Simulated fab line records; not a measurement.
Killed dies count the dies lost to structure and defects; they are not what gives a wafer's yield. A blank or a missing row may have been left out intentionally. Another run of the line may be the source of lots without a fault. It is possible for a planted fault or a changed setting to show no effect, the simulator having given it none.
Matching of chambers | flow n5 finfet | N5_BEOL_M8_ETCH_61 on rie diel-02 has 4 sister chambers
The step etches SiARC in CF4, target depth 45.5 nm, time 75.8 s. 8 wafers are shown with their chamber, then 12 later ones without.

== WAFERS PAIRED WITH THEIR CHAMBERS ==
wafer  | chamber | drypump motor current A (A) | showerhead plenum p Torr (Torr)
L088.4 | 1       | 5.85                        | 2.20
L092.1 | 1       | 5.88                        | 2.19
L094.4 | 3       | 5.56                        | 2.10
L094.5 | 0       | 5.56                        | 2.12
L094.6 | 2       | 5.40                        | 2.10
L093.1 | 0       | 5.55                        | 2.12
L093.2 | 2       | 5.40                        | 2.10
L093.5 | 3       | 5.55                        | 2.10

== WAFERS MISSING THEIR CHAMBER ==
wafer  | drypump motor current A (A) | showerhead plenum p Torr (Torr)
L095.1 | 5.63                        | 2.12
L095.2 | 5.35                        | 2.10
L095.3 | 5.62                        | 2.12
L095.4 | 5.40                        | 2.10
L095.5 | 5.62                        | 2.12
L095.6 | 5.39                        | 2.10
L096.1 | 5.36                        | 2.10
L096.2 | 5.87                        | 2.19
L096.3 | 5.59                        | 2.11
L096.4 | 5.41                        | 2.10
L096.5 | 5.88                        | 2.19
L096.6 | 5.56                        | 2.11

== WHICH CHAMBER EACH ONE RAN IN ==
wafer  | from the rows above     | in truth
L095.1 | 0                       | 0
L095.2 | 2                       | 2
L095.3 | 0                       | 0
L095.4 | 2                       | 2
L095.5 | 0                       | 0
L095.6 | 2                       | 2
L096.1 | 2                       | 2
L096.2 | 1                       | 1
L096.3 | can't be placed: 3 or 0 | 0
L096.4 | 2                       | 2
L096.5 | 1                       | 1
L096.6 | can't be placed: 3 or 0 | 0
Placed correctly: 10 of 12. Cannot be placed on the basis of these rows: 2; the candidates contain the true chamber in 2. Wrongly placed: 0.
How it was worked out, from the rows above alone: a wafer's distance from a chamber is the root of the sum, over the readings, of the square of ((its reading less the chamber's mean) divided by the reading's scatter). The wafer belongs to the nearest chamber; if the next one is less than 2 further off, it can't be placed. Each chamber's mean is taken over the wafers shown for it. The scatter: take each reading less its chamber's mean, square it, sum over the shown wafers, divide by the number of wafers less the number of chambers, and take the root.
